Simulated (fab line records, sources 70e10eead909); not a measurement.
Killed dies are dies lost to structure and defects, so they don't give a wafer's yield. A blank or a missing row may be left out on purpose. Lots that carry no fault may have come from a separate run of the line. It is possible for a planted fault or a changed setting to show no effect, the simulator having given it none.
Chamber matching | flow nandHarc | NHARC_A_CONTACT_ETCH_90 on rieDiel-08 has 4 sister chambers
The step etches the open film in CH3F/O2, target depth 40 nm, time 85.7 s. 8 wafers are shown with their chamber, then 12 later ones without.

## WAFERS PAIRED WITH THEIR CHAMBERS
wafer  | chamber | showerheadPlenumPTorr (Torr) | rfVppV (V)
L080.3 | 1       | 2.60                         | 246.6
L079.2 | 3       | 2.48                         | 244.4
L082.2 | 2       | 2.32                         | 242.0
L082.4 | 3       | 2.48                         | 244.4
L082.5 | 2       | 2.32                         | 244.6
L085.3 | 0       | 2.48                         | 243.7
L085.4 | 1       | 2.59                         | 247.4
L085.6 | 0       | 2.48                         | 243.9

## WAFERS WHOSE CHAMBER IS MISSING
wafer  | showerheadPlenumPTorr (Torr) | rfVppV (V)
L086.1 | 2.32                         | 241.6
L086.2 | 2.47                         | 244.2
L086.6 | 2.59                         | 246.6
L088.2 | 2.47                         | 244.9
L088.4 | 2.59                         | 247.3
L088.5 | 2.59                         | 246.2
L089.3 | 2.31                         | 241.9
L089.4 | 2.47                         | 244.0
L089.5 | 2.47                         | 244.9
L096.4 | 2.46                         | 243.9
L096.5 | 2.57                         | 245.6
L096.6 | 2.30                         | 242.3

## CHAMBER TAKEN BY EACH
wafer  | from the rows above     | in truth
L086.1 | 2                       | 2
L086.2 | can't be placed: 3 or 0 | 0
L086.6 | 1                       | 1
L088.2 | can't be placed: 3 or 0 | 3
L088.4 | 1                       | 1
L088.5 | 1                       | 1
L089.3 | 2                       | 2
L089.4 | can't be placed: 0 or 3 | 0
L089.5 | can't be placed: 3 or 0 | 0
L096.4 | can't be placed: 0 or 3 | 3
L096.5 | 1                       | 1
L096.6 | 2                       | 2
Correctly placed: 7 of 12. Unplaceable from these rows: 5, with the true chamber sitting among the candidates in 5. Placed wrongly: 0.
How it was worked out, from the rows above alone: a wafer's distance from a chamber is the root of the sum, over the readings, of the square of ((its reading less the chamber's mean) divided by the reading's scatter). If the next closest chamber is less than 2 further off than the closest, the wafer can't be placed; otherwise it belongs to the closest. Each chamber's mean is taken over the wafers shown for it. The scatter: the root of (the sum of the squares of (reading less its chamber's mean) over the shown wafers, divided by (wafers less chambers)).
